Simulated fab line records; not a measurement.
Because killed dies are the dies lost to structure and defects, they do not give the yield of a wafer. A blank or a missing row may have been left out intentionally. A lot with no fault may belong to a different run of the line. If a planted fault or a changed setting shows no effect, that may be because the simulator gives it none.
fab line records	flow n5_finfet
record lots=6	wafers=18	last_day=20
route steps=1938 shown BEOL_M4@1032 PASSIVATION@1936
lots that met no fault: from a run of the same line without faults
start_h: hours from the record's first day to the start of the lot's first wafer shown	wait_h: how many hours have passed since the lot's step before this one	" repeats the value in the row above	L1.1+2: a single row standing in for several wafers	- value missing, or start not given	* or withheld: withheld	< > ~ a bound
route shown NAME@n: a module of which the file shows steps, and the number in the route of the first	usual: mean and standard deviation over wafers with no fault	same: alike in all rows	chamber/n: place in a boat	sites: the reading at each site	_std_site: how widely they spread, as a standard deviation	_edge_site: outer sites' mean less inner sites'	radius_mm: for every site, how far away it sits from the centre of the wafer	mask NAME#n: copy n	behind: the tool/chamber that last shaped the wafer	hold: reason for holding the lot/hours on hold/outcome of the hold	device: the n, p or np transistor that did not switch	end of line: the tests these same wafers got at the end of their route	step lacking rows: just its recipe	killed: dies that structure and defects cost at the first sort, which is not the same as the wafer's yield	map: dies across one wafer; x = killed, . = not, _ = none there
set.NAME: setting as actually run; set.NAME@STEP: the setting as run at that earlier step	model.NAME: the simulator's own value behind a step, which no gauge read
certain route steps with their lots: each step a table, each wafer a row
services: the hour from which a tool's chamber was out of use, counted from the record's first day as start_h (under 0 if before that day), plus the number of hours and why
## steps
# step N5_BEOL_M4_PEB_09
# recipe peb_temp_c=100	peb_time_s=60	resist=CAR-EUV
# step N5_BEOL_M4_DEVELOP_10
# recipe develop_time_s=30	developer=TMAH	resist=CAR-EUV	rinse_liquid=surfactant_rinse	dry=air_spin	dev_temp_c=23
# step N5_BEOL_M4_CD_MEAS_11
# recipe target_cd_nm=16.79	landing_energy_ev=500	detector=se_inlens	polarity=opening
# usual cd_nm=16.81/0.24
lot.wafer	tool	chamber	start_h	wait_h	cd_nm
L679.2	cd_sem-03	0	203.92	-	16.28
L679.3	"	0	"	"	16.95
L679.5	"	0	"	"	17.04
L685.3	cd_sem-02	0	257.42	-	16.65
L685.5	"	0	"	"	17.00
L685.6	"	0	"	"	16.60
L687.3	cd_sem-03	0	269.28	-	16.51
L687.5	"	0	"	"	16.58
L687.6	"	0	"	"	16.83
L692.2	cd_sem-02	0	313.14	-	17.10
L692.4	"	0	"	"	17.18
L692.6	"	0	"	"	16.69
L694.1	cd_sem-03	0	322.96	-	16.58
L694.2	"	0	"	"	17.33
L694.3	"	0	"	"	16.73
L695.1	cd_sem-02	0	329.09	-	16.64
L695.3	"	0	"	"	16.63
L695.6	"	0	"	"	16.98
# step N5_BEOL_M4_OVL_MEAS_12
# recipe points_per_wafer=522
# usual M4_OVL=0.3/0.71
lot.wafer	tool	chamber	start_h	wait_h	M4_OVL[nm]
L679.2	overlay-01	0	203.95	0.0	-1.1
L679.3	"	0	"	"	-0.8
L679.5	"	0	"	"	-0.8
L685.3	overlay-01	0	257.47	0.0	1.8
L685.5	"	0	"	"	1.5
L685.6	"	0	"	"	2.3
L687.3	overlay-02	0	269.32	0.0	1.0
L687.5	"	0	"	"	0.3
L687.6	"	0	"	"	-0.5
L692.2	overlay-02	0	313.18	0.0	-0.7
L692.4	"	0	"	"	-0.1
L692.6	"	0	"	"	-1.0
L694.1	overlay-01	0	322.99	0.0	1.1
L694.2	"	0	"	"	0.7
L694.3	"	0	"	"	0.3
L695.1	overlay-02	0	329.12	0.0	0.6
L695.3	"	0	"	"	0.0
L695.6	"	0	"	"	0.7
# step N5_BEOL_M4_INSPECT_13
# recipe mode=adi	inspect_instrument=brightfield
# usual raw_defect_count=432/97
lot.wafer	tool	chamber	start_h	wait_h	raw_defect_count
L679.2	defect_inspect-02	-	204.01	0.0	562
L679.3	"	-	"	"	606
L679.5	"	-	"	"	508
L685.3	defect_inspect-02	-	257.52	0.0	354
L685.5	"	-	"	"	266
L685.6	"	-	"	"	533
L687.3	defect_inspect-02	-	269.37	0.0	368
L687.5	"	-	"	"	343
L687.6	"	-	"	"	518
L692.2	defect_inspect-02	-	313.23	0.0	347
L692.4	"	-	"	"	357
L692.6	"	-	"	"	380
L694.1	defect_inspect-02	-	323.04	0.1	483
L694.2	"	-	"	"	319
L694.3	"	-	"	"	355
L695.1	defect_inspect-02	-	329.18	0.1	420
L695.3	"	-	"	"	266
L695.6	"	-	"	"	314
# step N5_BEOL_M4_DESCUM_16
# recipe chemistry=O2	time_s=7	source_power_w=50	bias_power_w=20	pressure_mtorr=20	rf_frequency_hz=2.712e+07	temp_c=40	resist=CAR-EUV	o2_flow_sccm=225
# step N5_BEOL_M4_ETCH_74
# recipe chemistry=N2/H2	target=underlayer	target_depth_a=65	mask_material=CAR-EUV	time_s=5.2	ion_energy_ev=200	pressure_mtorr=30	source_w=840	bias_w=150	n2_flow_sccm=200	h2_flow_sccm=200	ends=cleared
# usual drypump_motor_current_A=5.6/0.43	etch_rf_on_time_s=5.15/0.16	oes_product_au=0.66/0.072	rf_fwd_power_W=819.7/2.5	rf_vpp_V=523.4/2.8	showerhead_plenum_p_Torr=2.52/0.095	throttle_valve_pct=17.85/0.28
lot.wafer	tool	chamber	start_h	wait_h	drypump_motor_current_A	etch_rf_on_time_s	oes_product_au	rf_fwd_power_W	rf_hours_counter_h	rf_vpp_V	showerhead_plenum_p_Torr	throttle_valve_pct
L679.2	rie_diel-01	3	204.13	0.0	5.0	5.28	0.64	820.9	144	521.2	2.41	17.78
L679.3	"	0	"	"	6.3	4.99	0.60	817.1	243	524.6	2.59	17.94
L679.5	"	3	"	"	5.0	5.25	0.66	819.1	-	520.4	2.41	17.76
L685.3	rie_diel-04	1	257.65	0.0	6.1	5.29	0.61	819.8	201	518.6	2.42	18.13
L685.5	"	2	"	"	5.6	4.94	0.74	819.6	-	523.2	2.57	17.96
L685.6	"	1	"	"	6.1	5.30	0.60	821.9	-	518.8	2.42	18.12
L687.3	rie_diel-05	1	269.44	0.0	6.2	4.97	0.65	819.2	166	523.0	2.51	18.08
L687.5	"	0	"	"	5.2	5.23	0.62	819.8	-	518.4	2.42	17.87
L687.6	"	3	"	"	5.5	4.86	0.89	818.6	-	527.5	2.68	17.10
L692.2	rie_diel-01	2	313.30	0.0	5.1	5.13	0.59	817.4	250	521.8	2.53	18.39
L692.4	"	0	"	"	6.2	4.97	0.79	819.3	-	526.1	2.57	17.50
L692.6	"	2	"	"	5.1	5.12	0.59	819.4	-	523.9	2.53	18.39
L694.1	rie_diel-05	2	323.19	0.0	5.3	5.08	0.78	820.1	17	525.6	2.56	17.35
L694.2	"	1	"	"	6.1	5.06	0.64	819.3	178	525.1	2.50	18.06
L694.3	"	3	"	"	5.4	4.92	0.80	825.1	25	528.4	2.67	17.15
L695.1	rie_diel-01	0	329.24	0.0	6.2	5.03	0.79	818.8	30	526.2	2.57	17.53
L695.3	"	3	"	"	5.0	5.27	0.61	821.5	194	520.4	2.39	17.84
L695.6	"	1	"	"	5.9	5.37	0.63	820.6	-	526.4	2.67	17.87
# step N5_BEOL_M4_ETCH_63
# recipe chemistry=CF4	target=SiARC	target_depth_a=156	mask_material=CAR-EUV	time_s=26	ion_energy_ev=80	pressure_mtorr=40	source_w=545	bias_w=36	Ar_flow_sccm=100	cf4_flow_sccm=100	ends=cleared
# usual drypump_motor_current_A=5.6/0.43	etch_rf_on_time_s=25.8/0.82	mfc_ar_sccm=99.99/0.3	oes_product_au=0.66/0.071	rf_fwd_power_W=531.8/1.6	rf_vpp_V=183.9/1.2	showerhead_plenum_p_Torr=2.13/0.077	throttle_valve_pct=15.64/0.24
lot.wafer	tool	chamber	start_h	wait_h	drypump_motor_current_A	etch_rf_on_time_s	mfc_ar_sccm	oes_product_au	rf_fwd_power_W	rf_hours_counter_h	rf_vpp_V	showerhead_plenum_p_Torr	throttle_valve_pct
L679.2	rie_diel-01	3	204.14	0.0	5.0	26.1	100.14	0.65	531.6	144	181.2	2.06	15.74
L679.3	"	0	"	"	6.2	24.9	100.83	0.59	532.9	243	183.7	2.20	15.84
L679.5	"	3	"	"	5.0	26.3	100.07	0.65	530.4	-	184.1	2.06	15.73
L685.3	rie_diel-04	1	257.67	0.0	6.2	26.0	99.69	0.61	530.6	201	183.0	2.06	15.98
L685.5	"	2	"	"	5.6	25.0	99.87	0.74	532.5	-	184.2	2.19	15.87
L685.6	"	1	"	"	6.2	25.9	99.95	0.61	531.2	-	182.6	2.06	15.99
L687.3	rie_diel-05	1	269.46	0.0	6.2	25.2	100.50	0.65	528.5	166	184.7	2.12	15.87
L687.5	"	0	"	"	5.1	26.0	100.48	0.61	532.9	-	182.2	2.02	15.49
L687.6	"	3	"	"	5.5	24.6	99.95	0.88	533.6	-	184.3	2.30	15.15
L692.2	rie_diel-01	2	313.32	0.0	5.1	26.2	99.79	0.59	533.5	250	184.0	2.09	15.79
L692.4	"	0	"	"	6.3	25.3	99.46	0.79	529.0	-	184.0	2.19	15.38
L692.6	"	2	"	"	5.1	26.1	100.03	0.58	531.5	-	183.9	2.09	15.80
L694.1	rie_diel-05	2	323.20	0.0	5.3	25.7	99.98	0.78	532.1	17	185.0	2.19	15.38
L694.2	"	1	"	"	6.1	25.6	100.45	0.63	528.4	178	183.4	2.11	15.87
L694.3	"	3	"	"	5.4	25.1	100.40	0.80	530.5	25	187.1	2.29	15.17
L695.1	rie_diel-01	0	329.26	0.0	6.2	25.2	99.76	0.78	531.5	30	185.3	2.19	15.40
L695.3	"	3	"	"	5.0	26.7	99.54	0.62	533.5	194	184.1	2.04	15.83
L695.6	"	1	"	"	5.8	27.2	99.92	0.63	531.4	-	185.4	2.23	15.50
# step N5_BEOL_M4_ETCH_64
# recipe chemistry=N2/H2	target=SOC	target_depth_a=750	overetch_a=225	mask_material=SiARC	temp_c=40	time_s=121.9	ion_energy_ev=200	pressure_mtorr=30	source_w=840	bias_w=150	n2_flow_sccm=200	h2_flow_sccm=200
# usual drypump_motor_current_A=5.6/0.43	oes_product_au=0.59/0.057	rf_fwd_power_W=836.6/2.6	rf_vpp_V=523.4/2.6	showerhead_plenum_p_Torr=2.52/0.095	temp_c=40.00/0.12	throttle_valve_pct=17.80/0.28
lot.wafer	tool	chamber	start_h	wait_h	drypump_motor_current_A	oes_product_au	rf_fwd_power_W	rf_hours_counter_h	rf_vpp_V	showerhead_plenum_p_Torr	temp_c	throttle_valve_pct
L679.2	rie_diel-01	3	204.17	0.0	5.1	0.58	836.3	144	522.3	2.41	39.80	17.70
L679.3	"	0	"	"	6.3	0.51	835.6	243	526.3	2.59	40.12	17.90
L679.5	"	3	"	"	5.1	0.59	837.3	-	521.9	2.41	40.03	17.71
L685.3	rie_diel-04	1	257.69	0.0	6.2	0.54	836.0	201	520.3	2.42	40.14	18.08
L685.5	"	2	"	"	5.6	0.65	830.8	-	524.6	2.57	39.94	17.88
L685.6	"	1	"	"	6.2	0.55	836.0	-	520.1	2.42	40.15	18.10
L687.3	rie_diel-05	1	269.49	0.0	6.2	0.57	834.8	166	524.7	2.51	39.99	18.02
L687.5	"	0	"	"	5.1	0.54	837.9	-	522.1	2.41	39.89	17.83
L687.6	"	3	"	"	5.5	0.76	833.0	-	527.8	2.68	40.03	17.04
L692.2	rie_diel-01	2	313.34	0.0	5.2	0.52	836.4	250	521.3	2.53	39.96	18.37
L692.4	"	0	"	"	6.3	0.69	834.4	-	526.8	2.57	40.01	17.45
L692.6	"	2	"	"	5.1	0.52	836.3	-	523.1	2.53	39.96	18.34
L694.1	rie_diel-05	2	323.23	0.0	5.3	0.68	835.4	17	523.8	2.56	40.22	17.28
L694.2	"	1	"	"	6.2	0.56	833.2	178	525.9	2.50	39.81	18.07
L694.3	"	3	"	"	5.4	0.69	834.1	25	529.1	2.67	40.03	17.08
L695.1	rie_diel-01	0	329.29	0.0	6.2	0.68	837.3	30	524.8	2.57	40.10	17.47
L695.3	"	3	"	"	5.1	0.56	833.8	194	521.8	2.39	39.88	17.80
L695.6	"	1	"	"	5.8	0.57	832.2	-	527.4	2.67	39.77	17.83
# step N5_BEOL_M4_STRIP_65
# recipe chemistry=N2/H2	temp_c=40	n2_flow_sccm=200	h2_flow_sccm=200	rf_frequency_hz=6e+07
# step N5_BEOL_M4_STRIP_75
# recipe chemistry=N2/H2	temp_c=40	n2_flow_sccm=200	h2_flow_sccm=200	rf_frequency_hz=6e+07
# step N5_BEOL_M4_STRIP_66
# recipe chemistry=CF4	resist=SiARC	power_w=300	bias_power_w=75	pressure_mtorr=50	cf4_flow_sccm=150	rf_frequency_hz=6e+07
# usual drypump_motor_current_A=5.6/0.43	oes_product_au=0.76/0.073	rf_fwd_power_W=292.5/0.95	rf_vpp_V=270.8/1.6	showerhead_plenum_p_Torr=1.78/0.06	throttle_valve_pct=13.60/0.25
lot.wafer	tool	chamber	start_h	wait_h	drypump_motor_current_A	oes_product_au	rf_fwd_power_W	rf_hours_counter_h	rf_vpp_V	showerhead_plenum_p_Torr	throttle_valve_pct
L679.2	rie_diel-01	3	204.30	0.0	5.0	0.76	291.6	144	269.6	1.73	13.73
L679.3	"	0	"	"	6.2	0.67	292.0	243	273.7	1.83	13.82
L679.5	"	3	"	"	5.0	0.76	292.6	-	268.0	1.73	13.73
L685.3	rie_diel-04	1	257.83	0.0	6.1	0.71	292.2	201	268.5	1.73	13.98
L685.5	"	2	"	"	5.6	0.84	292.9	-	271.8	1.83	13.75
L685.6	"	1	"	"	6.1	0.70	291.0	-	270.3	1.73	13.95
L687.3	rie_diel-05	1	269.62	0.0	6.2	0.74	291.4	166	269.7	1.77	13.81
L687.5	"	0	"	"	5.1	0.72	292.2	-	268.6	1.69	13.47
L687.6	"	3	"	"	5.4	0.98	293.0	-	274.4	1.92	13.08
L692.2	rie_diel-01	2	313.48	0.0	5.1	0.68	292.6	250	270.8	1.74	13.73
L692.4	"	0	"	"	6.2	0.90	292.7	-	272.4	1.83	13.33
L692.6	"	2	"	"	5.1	0.67	293.9	-	271.4	1.74	13.74
L694.1	rie_diel-05	2	323.36	0.0	5.3	0.89	291.3	17	273.9	1.82	13.23
L694.2	"	1	"	"	6.2	0.73	292.7	178	271.3	1.77	13.84
L694.3	"	3	"	"	5.4	0.90	292.3	25	273.6	1.91	13.10
L695.1	rie_diel-01	0	329.42	0.0	6.2	0.88	292.7	30	270.5	1.82	13.32
L695.3	"	3	"	"	5.0	0.71	292.9	195	270.4	1.72	13.84
L695.6	"	1	"	"	5.8	0.74	292.0	-	273.1	1.85	13.47
# step N5_BEOL_M4_HM_OPEN_17
# recipe chemistry=Cl2/BCl3	target_depth_a=200	overetch_a=60	target=TiN	mask_material=SOC	ion_energy_ev=150	pressure_mtorr=10	icp_w=1000	bias_w=126	Cl2_flow_sccm=53.25	bcl3_flow_sccm=21.75	Ar_flow_sccm=25
# usual drypump_motor_current_A=5.65/0.15	mfc_ar_sccm=25.00/0.077	oes_product_au=0.70/0.073	rf_fwd_power_W=992/3.6	throttle_valve_pct=22.18/0.26
lot.wafer	tool	chamber	start_h	wait_h	drypump_motor_current_A	mfc_ar_sccm	oes_product_au	rf_fwd_power_W	rf_hours_counter_h	throttle_valve_pct	model.SOC_of_BEOL_M4_COAT_61.thk_nm
L679.2	rie_metal-03	0	204.37	0.1	5.71	25.10	0.53	998	-	22.64	52.6
L679.3	"	0	"	"	5.70	25.11	0.53	1000	-	22.62	52.6
L679.5	"	0	"	"	5.71	25.17	0.54	999	-	22.62	52.8
L685.3	rie_metal-03	1	257.90	0.1	5.71	25.02	0.75	987	-	22.18	53.2
L685.5	"	0	"	"	5.70	25.02	0.52	994	-	22.66	54.2
L685.6	"	1	"	"	5.74	24.98	0.76	985	-	22.16	52.2
L687.3	rie_metal-03	1	269.69	0.1	5.76	25.04	0.75	985	-	22.19	53
L687.5	"	0	"	"	5.72	24.99	0.53	991	-	22.63	54
L687.6	"	1	"	"	5.78	24.95	0.76	983	-	22.18	52
L692.2	rie_metal-02	0	313.52	0.0	5.65	25.10	0.66	986	45	21.90	52.2
L692.4	"	1	"	"	5.36	25.01	0.68	993	-	22.11	52.4
L692.6	"	1	"	"	5.39	25.02	0.69	992	-	22.10	52.6
L694.1	rie_metal-01	1	323.41	0.0	5.84	25.03	0.71	994	18	22.52	51.8
L694.2	"	0	"	"	5.76	24.99	0.73	988	21	22.29	52.2
L694.3	"	0	"	"	5.73	24.97	0.73	994	-	22.25	52
L695.1	rie_metal-02	0	329.46	0.0	5.65	24.91	0.67	998	47	21.91	52.4
L695.3	"	0	"	"	5.65	24.94	0.66	993	-	21.87	52.2
L695.6	"	1	"	"	5.36	24.98	0.68	992	-	22.13	52.8
# step N5_BEOL_M4_STRIP_19
# recipe chemistry=O2	power_w=400	temp_c=40	pressure_mtorr=30	rf_frequency_hz=6e+07	bias_power_w=0	overash_fraction=0.2	o2_flow_sccm=225
# usual drypump_motor_current_A=5.6/0.4	oes_product_au=0.78/0.092	rf_vpp_V=3.7/0.49	showerhead_plenum_p_Torr=2.09/0.084	temp_c=39.99/0.11	throttle_valve_pct=16.66/0.26
lot.wafer	tool	chamber	start_h	wait_h	drypump_motor_current_A	oes_product_au	rf_hours_counter_h	rf_vpp_V	showerhead_plenum_p_Torr	temp_c	throttle_valve_pct
L679.2	rie_diel-01	2	204.55	0.1	5.1	0.71	207	2.6	2.07	40.03	16.81
L679.3	"	3	"	"	5.1	0.75	144	3.4	2.03	39.84	16.88
L679.5	"	3	"	"	5.0	0.76	-	3.9	2.03	39.71	16.88
L685.3	rie_diel-05	0	257.99	0.1	5.1	0.73	212	3.6	1.96	39.83	16.42
L685.5	"	2	"	"	5.2	0.68	-	3.7	2.13	39.91	16.72
L685.6	"	1	"	"	6.2	0.76	-	4.2	2.10	39.91	17.06
L687.3	rie_diel-05	0	269.77	0.1	5.1	0.72	218	4.1	1.96	40.02	16.44
L687.5	"	1	"	"	6.2	0.74	-	3.9	2.09	39.78	17.05
L687.6	"	3	"	"	5.4	1.03	-	3.2	2.25	39.99	16.20
L692.2	rie_diel-05	2	313.63	0.1	5.3	0.94	13	4.1	2.12	39.85	16.34
L692.4	"	0	"	"	5.2	0.71	-	3.8	1.95	40.07	16.47
L692.6	"	2	"	"	5.3	0.94	-	3.5	2.12	39.87	16.33
L694.1	rie_diel-05	1	323.54	0.1	6.2	0.74	178	4.2	2.09	39.97	17.07
L694.2	"	3	"	"	5.5	0.95	25	3.2	2.24	39.91	16.24
L694.3	"	2	"	"	5.3	0.92	17	4.2	2.12	39.96	16.32
L695.1	rie_diel-01	3	329.67	0.2	5.0	0.72	195	4.1	2.01	40.12	16.97
L695.3	"	0	"	"	6.2	0.90	30	4.1	2.16	40.01	16.56
L695.6	"	0	"	"	6.2	0.90	-	3.7	2.16	39.97	16.54
# step N5_BEOL_M4_RC_MEAS_101
# usual DIBL_N=36.5/2.1	DIBL_P=36.6/2.6	IOFF_N=0.17/0.044	IOFF_P=0.21/0.048	ION_N=674/17	ION_P=462/9.5	SS_N=71.6/0.77	SS_P=73.5/0.72	VT_N=250/4.2	VT_P=-250/3.9
lot.wafer	tool	chamber	start_h	wait_h	DIBL_N[mV/V]	DIBL_P[mV/V]	IOFF_N[nA/um]	IOFF_P[nA/um]	ION_N[uA/um]	ION_P[uA/um]	SS_N[mV/dec]	SS_P[mV/dec]	VT_N[mV]	VT_P[mV]
L679.2	prober-02	0	236.76	0.2	36.8	38.4	0.16	0.20	666	455	72.0	73.2	250	-254
L679.3	"	0	"	"	38.0	39.4	0.21	0.23	675	457	72.2	73.9	245	-249
L679.5	"	0	"	"	38.2	38.3	0.20	0.21	670	454	72.4	73.6	246	-253
L685.3	prober-01	0	276.03	0.3	38.7	40.4	0.24	0.26	685	466	71.9	74.7	247	-251
L685.5	"	0	"	"	34.3	34.4	0.13	0.17	661	453	71.3	72.4	255	-257
L685.6	"	0	"	"	34.7	35.8	0.15	0.19	678	462	70.9	73.5	250	-255
L687.3	prober-01	0	288.53	0.3	37.6	37.2	0.18	0.20	678	458	71.9	73.1	249	-251
L687.5	"	0	"	"	35.9	35.8	0.17	0.20	695	473	71.0	73.6	244	-250
L687.6	"	0	"	"	36.9	36.7	0.16	0.21	684	462	71.3	73.8	251	-253
L692.2	prober-01	0	323.80	0.2	37.9	38.0	0.16	0.21	662	452	72.5	73.2	251	-252
L692.4	"	0	"	"	40.2	41.2	0.25	0.27	702	471	72.6	74.1	242	-245
L692.6	"	0	"	"	37.2	37.0	0.16	0.20	666	450	72.0	73.9	250	-253
L694.1	prober-01	0	331.27	0.0	39.5	41.0	0.27	0.30	694	472	72.7	73.4	245	-245
L694.2	"	0	"	"	37.8	38.4	0.19	0.24	681	465	72.5	73.4	248	-249
L694.3	"	0	"	"	37.0	38.4	0.19	0.23	702	479	71.4	72.9	246	-248
L695.1	prober-02	0	345.98	0.0	38.3	40.5	0.25	0.38	690	478	72.9	74.8	242	-240
L695.3	"	0	"	"	35.2	33.6	0.15	0.20	658	449	72.6	72.4	251	-249
L695.6	"	0	"	"	37.8	39.6	0.23	0.31	710	485	72.4	74.4	244	-243
# step N5_PASSIVATION_PROBE_49
# usual defect_limited_yield=91.2/1.5	killed_at_M0_to_M3=36/10	killed_at_M4_up=14/5.2	killed_at_contacts=12/6	killed_at_front_end=37/10	killed_at_other=4/3.3	killed_dies=104/18	killed_open=68/14	killed_short=34/7.4	sort_bin_4_leakage=0.01/0.04	sort_bin_5_function=5.2/1	sort_bin_6_memory=3.3/0.7	sort_n_pass=1076/18	sort_yield_pct=91.2/1.5
# same gross_dies=1180	killed_at_back_side=0	sort_bin_8_speed[%]=0
lot.wafer	tool	chamber	start_h	wait_h	defect_limited_yield[%]	killed_at_M0_to_M3	killed_at_M4_up	killed_at_contacts	killed_at_front_end	killed_at_other	killed_dies	killed_open	killed_short	sort_bin_4_leakage[%]	sort_bin_5_function[%]	sort_bin_6_memory[%]	sort_n_pass	sort_yield_pct[%]
L687.3	prober-01	-	401.30	0.1	90.5	30	15	14	48	5	112	76	35	0	5.0	4.1	1068	90.5
L687.5	prober-01	-	401.40	0.2	90.7	30	15	15	41	9	110	71	35	0	5.6	3.5	1070	90.7
L687.6	prober-01	-	401.45	0.3	91.8	36	13	17	25	6	97	67	29	0	3.7	4.1	1083	91.8
L694.1	prober-02	-	460.04	0.0	92.2	54	10	8	20	0	92	60	32	0	4.5	3.1	1088	92.2
L694.2	prober-02	-	460.09	0.1	91.5	34	12	10	43	1	100	60	40	0	5.1	3.1	1080	91.5
L694.3	prober-02	-	460.14	0.1	90.9	51	13	13	29	1	107	68	39	0	5.6	2.9	1073	90.9
# killed by level:class
L687.3 BEOL_M0_SAQP:geometric_particle:open=15 MOL_CONTACT_COAG:geometric_particle:open=12 FIN_SAQP:geometric_particle:open=11 FIN_SAQP:geometric_particle:short=11 BEOL_M4:geometric_particle:open=8 STI_FIN_REVEAL:geometric_particle:open=8 BEOL_M0_SAQP:geometric_particle:short=8 GATE_CUT:geometric_particle:short=4
L687.5 MOL_CONTACT_COAG:geometric_particle:open=12 STI_FIN_REVEAL:geometric_particle:open=10 BEOL_M0_SAQP:geometric_particle:short=9 FIN_SAQP:geometric_particle:open=8 BEOL_M0_SAQP:geometric_particle:open=8 FIN_SAQP:geometric_particle:short=5 STI_FIN_REVEAL:geometric_particle:short=5 BEOL_M3:geometric_particle:open=5
L687.6 MOL_CONTACT_COAG:geometric_particle:open=16 BEOL_M0_SAQP:geometric_particle:short=12 BEOL_M0_SAQP:geometric_particle:open=12 BEOL_M4:geometric_particle:open=9 BEOL_M3:geometric_particle:open=8 GATE_CUT:geometric_particle:short=4 STI_FIN_REVEAL:geometric_particle:open=3 STARTING-WAFER:geometric_particle:short=3
L694.1 BEOL_M1:geometric_particle:open=12 BEOL_M3:geometric_particle:open=9 BEOL_M0_SAQP:geometric_particle:short=8 BEOL_M0_SAQP:geometric_particle:open=8 MOL_CONTACT_COAG:geometric_particle:open=7 BEOL_M3:geometric_particle:short=6 FIN_SAQP:geometric_particle:open=5 BEOL_M4:geometric_particle:short=5
L694.2 BEOL_M2:geometric_particle:open=10 GATE_CUT:geometric_particle:short=9 GATE_CUT:geometric_particle:open=9 MOL_CONTACT_COAG:geometric_particle:open=9 FIN_SAQP:geometric_particle:short=8 FIN_SAQP:geometric_particle:open=5 STARTING-WAFER:geometric_particle:short=5 BEOL_M0_SAQP:geometric_particle:short=5
L694.3 MOL_CONTACT_COAG:geometric_particle:open=12 BEOL_M2:geometric_particle:open=11 BEOL_M0_SAQP:geometric_particle:short=9 BEOL_M1:geometric_particle:open=9 BEOL_M0_SAQP:geometric_particle:open=8 GATE_CUT:geometric_particle:short=7 FIN_SAQP:geometric_particle:short=6 BEOL_M3:geometric_particle:open=6
## services
tool	chamber	start_h	hours	kind
rie_metal-01	-	193.38	14.6	pm
rie_diel-04	2	196.85	3.7	repair
rie_metal-03	1	198.13	8.4	repair
rie_diel-01	0	223.62	-	clean
rie_diel-01	0	223.62	-	consumable_replace:focus_ring
rie_diel-01	0	223.62	32.8	scheduled_down
rie_diel-01	0	223.62	32.8	vent_cycle
rie_metal-02	1	225.03	36.0	repair
rie_diel-05	3	240.08	-	clean
rie_diel-05	3	240.08	-	consumable_replace:focus_ring
rie_diel-05	3	240.08	-	consumable_replace:showerhead
rie_diel-05	3	240.08	25.9	scheduled_down
rie_diel-05	3	240.08	25.9	vent_cycle
rie_metal-03	-	256.49	1.2	repair
rie_diel-04	0	268.44	10.6	repair
rie_diel-05	2	269.41	-	clean
rie_diel-05	2	269.41	-	consumable_replace:focus_ring
rie_diel-04	3	273.77	2.0	repair
rie_diel-05	1	286.76	30.4	repair
rie_diel-01	1	313.20	6.2	repair
rie_diel-01	2	319.40	-	clean
rie_diel-01	2	319.40	-	consumable_replace:focus_ring
rie_diel-01	2	319.40	19.2	scheduled_down
rie_diel-01	2	319.40	19.2	vent_cycle
## key
first_sign none at tools or gauges
model_effect step=N5_BEOL_M4_HM_OPEN_17	value=SOC_of_BEOL_M4_COAT_61.thk_nm	without=52.55	struck=53.6
met_at N5_BEOL_M4_HM_OPEN_17
struck_wafers L685.3,L685.5,L687.3,L687.5
onset_between 204.37 257.90
fault kind=process_parameter_drift	tool=rie_metal-03	chamber=-	onset_h=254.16	steps=N5_BEOL_M4_HM_OPEN_17	channel=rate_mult	offset=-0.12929	shape=step	end_h=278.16	scope=struck_wafers_only
